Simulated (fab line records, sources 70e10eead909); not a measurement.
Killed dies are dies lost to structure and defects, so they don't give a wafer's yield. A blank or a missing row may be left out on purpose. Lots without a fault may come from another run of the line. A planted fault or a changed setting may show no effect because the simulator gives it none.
Chamber matching | flow nand_harc | NHARC_A_BLC_CMP_25 on cmp-03: 4 sister chambers
The step polishes, t overpolish 30 s, target thk 150 nm. 4 wafers are shown with their chamber, then 7 later ones without.

WAFERS WITH THEIR CHAMBER
wafer  | chamber | overpolish_run_s (s)
L248.4 | 3       | 30.001
L260.5 | 0       | 29.995
L261.1 | 1       | 30.014
L261.3 | 2       | 29.993

WAFERS WITHOUT THEIR CHAMBER
wafer  | overpolish_run_s (s)
L261.6 | 29.999
L267.2 | 29.992
L267.4 | 30.009
L267.5 | 29.990
L266.2 | 30.012
L266.5 | 30.001
L266.6 | 29.978

WHICH CHAMBER EACH WENT THROUGH
wafer  | from the rows above               | in truth
L261.6 | can't be placed: 3 or 0 or 2      | 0
L267.2 | can't be placed: 2 or 0 or 3      | 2
L267.4 | can't be placed: 1 or 3 or 0 or 2 | 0
L267.5 | can't be placed: 2 or 0 or 3      | 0
L266.2 | can't be placed: 1 or 3           | 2
L266.5 | can't be placed: 3 or 0 or 2      | 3
L266.6 | can't be placed: 2 or 0 or 3      | 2
Placed correctly: 0 of 7. Can't be placed from these rows: 7 (the true chamber is among the candidates in 6). Placed wrongly: 0.
How it was worked out, from the rows above alone: a wafer's distance from a chamber is the root of the sum, over the readings, of the square of ((its reading less the chamber's mean) divided by the reading's scatter). The wafer belongs to the nearest chamber; if the next one is less than 2 further off, it can't be placed. A chamber's mean is the mean of its shown wafers. The scatter: with one shown wafer a chamber, the root of the mean of the squares of how far each hidden wafer lies from its nearest shown one.
